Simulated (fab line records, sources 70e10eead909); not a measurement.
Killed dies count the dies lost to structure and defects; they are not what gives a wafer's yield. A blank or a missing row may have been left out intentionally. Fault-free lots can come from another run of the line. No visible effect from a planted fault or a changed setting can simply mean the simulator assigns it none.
fab line records | flow nandHarc
record lots=6 wafers=16 lastDay=33
route steps=1302 shown THIN_TSV@1282
lots that met no fault: taken from a fault-free run of the same line
startH: the number of hours between the record's first day and the start of the first shown wafer of the lot | waitH: time in hours since the lot's previous step | " as in the row above | L1.1+2: a row that stands for several wafers | - no value, or no start was given | * or withheld: withheld | < > ~ a bound
route shown NAME@n: names a module that has steps shown in the file, with the first one's number in the route | usual: mean/standard deviation of fault-free wafers | same: alike in all rows | chamber/n: place in a boat | sites: per-site readings | _std_site: standard deviation of those values | _edge_site: mean of outer sites minus mean of inner sites | radiusMm: for every site, how far away it sits from the centre of the wafer | mask NAME#n: copy n | behind: tool/chamber where the wafer was last shaped | hold: why the lot went on hold/how many hours it stayed there/how the hold came to an end | device: the transistor (n, p or np) that didn't switch | end of line: the route-end tests of the same wafers | for a step that has no rows: nothing shown but its recipe | killed: not the wafer's yield, but the dies lost to structure and defects at the first sort | map: shows each die of a wafer: x if killed, . if not, _ if none is there
set.NAME: the setting that was run; set.NAME@STEP: the one run at that earlier step | model.NAME: the simulator's own value behind a step, which no gauge read
a table for each step, a row for each wafer; lots at some steps of the route
services: the hour from which a tool's chamber was out of use, counted from the record's first day as startH (under 0 if before that day), plus the number of hours and why
## steps
# step NHARC_THIN_TSV_PVD_24
# recipe targetThkA=8000 powerW=withheld chamberPressurePa=withheld substrateTempC=withheld timeS=withheld gas=Ar material=Al
# step NHARC_THIN_TSV_DEHYDRATE_25
# recipe tempC=150 timeS=120
# step NHARC_THIN_TSV_HMDS_26
# recipe timeS=30
# step NHARC_THIN_TSV_COAT_27
# recipe spinRpm=*
# step NHARC_THIN_TSV_SOFTBAKE_28
# recipe tempC=122 timeS=95
# step NHARC_THIN_TSV_EBR_29
# step NHARC_THIN_TSV_EXPOSE_30
# recipe na=0.55 doseMj=11.47 maskId=PAD
# step NHARC_THIN_TSV_PEB_31
# recipe pebTempC=118 pebTimeS=85
# step NHARC_THIN_TSV_DEVELOP_32
# recipe timeS=70
# step NHARC_THIN_TSV_CD_MEAS_33
# recipe targetCdNm=5000 landingEnergyEv=500
# usual cdNm=4999.5/1.5
# columns lot.wafer tool chamber startH waitH cdNm
L842.2 cdSem-01 0 587.57 - 5001.7
L842.3 " 0 " " 5001.8
L842.5 " 0 " " 5001.9
L843.1 cdSem-01 0 612.48 - 4995.9
L845.1 cdSem-01 0 636.24 - 4999.7
L845.3 " 0 " " 5000.6
L845.4 " 0 " " 5000.8
L850.1 cdSem-03 0 687.38 - 5000.2
L850.3 " 0 " " 4999.6
L850.6 " 0 " " 5000.3
L859.3 cdSem-02 0 764.98 - 4999.3
L859.4 " 0 " " 5000.2
L859.5 " 0 " " 5002.0
L860.2 cdSem-01 0 780.08 - 4998.2
L860.4 " 0 " " 4996.7
L860.6 " 0 " " 4997.6
# step NHARC_THIN_TSV_HARDBAKE_34
# recipe tempC=125 timeS=80
# step NHARC_THIN_TSV_DESCUM_35
# recipe timeS=3 o2FlowSccm=200 arFlowSccm=0 biasPowerW=0 chemistry=O2
# usual drypumpMotorCurrentA=5.8/0.49 oesProductAu=0.997/0.0089 rfVppV=57.8/0.86 showerheadPlenumPTorr=1.91/0.088 throttleValvePct=11.311/0.0093
# columns lot.wafer tool chamber startH waitH drypumpMotorCurrentA oesProductAu rfHoursCounterH rfVppV showerheadPlenumPTorr throttleValvePct
L842.2 rieDiel-07 0 587.74 - 5.1 0.993 5 58.0 1.90 11.316
L842.3 " 2 " " 6.0 0.993 5 58.4 1.91 11.310
L842.5 " 3 " " 5.5 0.991 - 57.2 1.87 11.307
L843.1 rieDiel-07 3 612.65 - 5.5 0.985 6 57.2 1.87 11.310
L845.1 rieDiel-11 2 636.40 - 5.7 0.998 1 58.3 2.05 11.310
L845.3 " 3 " " 5.2 0.993 1 57.8 1.81 11.297
L845.4 " 1 " " 6.1 1.002 1 57.8 1.98 11.322
L850.3 rieDiel-07 0 687.54 - 5.1 1.003 2 56.1 1.90 11.309
L850.1 " 3 " " 5.5 1.011 2 57.3 1.86 11.309
L850.6 " 1 " " 6.8 1.006 - 58.2 2.00 11.310
L859.4 rieDiel-09 0 765.15 - 6.4 1.012 3 56.9 1.86 11.309
L859.3 " 2 " " 5.5 0.998 3 56.9 1.79 11.319
L859.5 " 3 " " 5.4 0.984 - 57.6 2.05 11.324
L860.4 rieDiel-09 2 780.25 - 5.5 0.986 4 58.2 1.79 11.316
L860.2 " 3 " " 5.4 0.977 3 58.1 2.05 11.304
L860.6 " 2 " " 5.5 0.979 - 57.8 1.79 11.312
# step NHARC_THIN_TSV_ETCH_59
# recipe targetDepthA=8800 icpW=900 biasW=100 Cl2_flow_sccm=60 bcl3FlowSccm=30 timeS=138.1 chemistry=Cl2/BCl3
# usual drypumpMotorCurrentA=5.90/0.28 heBacksideLeakSccm=3.4/0.4 oesProductAu=0.999/0.011 throttleValvePct=22.264/0.009
# columns lot.wafer tool chamber startH waitH drypumpMotorCurrentA heBacksideLeakSccm oesProductAu rfHoursCounterH throttleValvePct
L842.2 rieMetal-02 1 587.86 0.1 5.57 3.4 0.994 2.0 22.257
L842.3 " 0 " " 5.92 3.2 0.999 - 22.264
L842.5 " 1 " " 5.59 3.4 0.995 - 22.264
L843.1 rieMetal-03 1 612.80 0.1 6.02 3.6 0.955 1.6 22.263
L845.1 rieMetal-03 0 636.56 0.2 5.70 3.3 0.946 2.1 22.254
L845.3 " 1 " " 5.97 3.7 0.943 - 22.268
L845.4 " 0 " " 5.68 3.2 0.934 - 22.245
L850.1 rieMetal-02 1 687.71 0.1 5.56 3.6 0.990 0.4 22.266
L850.3 " 0 " " 5.92 3.2 1.003 - 22.263
L850.6 " 1 " " 5.59 3.1 0.994 - 22.252
L859.4 rieMetal-03 1 765.34 0.2 5.97 3.4 0.993 - 22.269
L859.3 " 0 " " 5.66 3.6 0.999 - 22.248
L859.5 " 0 " " 5.68 3.5 0.997 - 22.253
L860.2 rieMetal-03 1 780.40 0.1 6.00 3.5 0.988 1.6 22.266
L860.4 " 1 " " 5.99 3.6 0.986 - 22.255
L860.6 " 0 " " 5.72 3.4 1.007 - 22.251
# step NHARC_THIN_TSV_ETCH_36
# recipe targetDepthA=650 overEtchFrac=0.3 timeS=18.571 ionEnergyEv=150 chemistry=Cl2/BCl3
# usual drypumpMotorCurrentA=5.90/0.27 heBacksideLeakSccm=3.41/0.15 oesProductAu=1.000/0.01
# columns lot.wafer tool chamber startH waitH drypumpMotorCurrentA heBacksideLeakSccm oesProductAu rfHoursCounterH
L842.2 rieMetal-02 1 588.12 0.2 5.58 3.39 0.991 2.1
L842.3 " 1 " " 5.59 3.16 0.993 -
L842.5 " 1 " " 5.59 3.32 1.003 -
L843.1 rieMetal-03 0 613.03 0.2 5.73 3.46 1.003 1.8
L845.1 rieMetal-03 0 636.79 0.2 5.67 3.45 1.007 2.3
L845.3 " 1 " " 5.97 3.43 1.000 -
L845.4 " 0 " " 5.69 3.42 0.992 -
L850.1 rieMetal-02 0 687.93 0.2 5.88 3.08 0.990 0.5
L850.3 " 1 " " 5.60 3.09 0.994 -
L850.6 " 1 " " 5.59 3.41 0.998 -
L859.3 rieMetal-03 1 765.54 0.1 6.01 3.49 0.977 -
L859.4 " 0 " " 5.71 3.42 0.991 -
L859.5 " 0 " " 5.69 3.45 0.990 -
L860.2 rieMetal-03 0 780.63 0.2 5.68 3.56 1.007 1.8
L860.4 " 0 " " 5.69 3.44 1.007 -
L860.6 " 0 " " 5.69 3.32 1.004 -
## services
# columns tool chamber startH hours kind
rieDiel-07 0 578.27 - clean
rieDiel-07 1 578.27 - clean
rieDiel-07 2 578.27 - clean
rieDiel-07 0 601.91 3.2 repair
rieDiel-11 - 609.50 9.0 pm
rieMetal-02 - 631.00 9.0 pm
rieMetal-02 0 631.00 9.0 ventCycle
rieMetal-02 1 631.00 9.0 ventCycle
rieMetal-02 0 640.00 - clean
rieMetal-02 1 640.00 - clean
rieDiel-07 - 648.23 9.0 pm
rieDiel-07 1 669.77 2.2 repair
rieDiel-09 - 674.13 9.0 pm
rieDiel-11 - 675.27 3.4 repair
rieMetal-03 - 696.00 9.0 pm
rieMetal-03 0 696.00 9.0 ventCycle
rieMetal-03 1 696.00 9.0 ventCycle
rieMetal-03 0 705.00 - clean
rieMetal-03 1 705.00 - clean
rieDiel-09 3 712.17 6.4 repair
rieMetal-03 - 720.14 2.9 repair
rieDiel-09 1 728.40 2.9 repair
rieDiel-09 3 733.17 5.3 repair
rieDiel-09 - 764.14 0.4 repair
## key
firstSign step=NHARC_THIN_TSV_ETCH_59 reading=oesProductAu direction=down sigmas=5.2 usual=0.999 struck=0.945
effect none on later readings
metAt NHARC_THIN_TSV_ETCH_59
struckWafers L843.1,L845.1,L845.3,L845.4
sortLeftOut L843.1,L845.1,L845.3,L845.4
fault kind=processParameterDrift tool=rieMetal-03 chamber=- onsetH=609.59 steps=NHARC_THIN_TSV_ETCH_59 channel=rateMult offset=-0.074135 shape=step endH=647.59
# sortLeftOut: the simulated sort isn't trusted on such a fault, so these wafers' sort isn't shown, and their yield isn't known
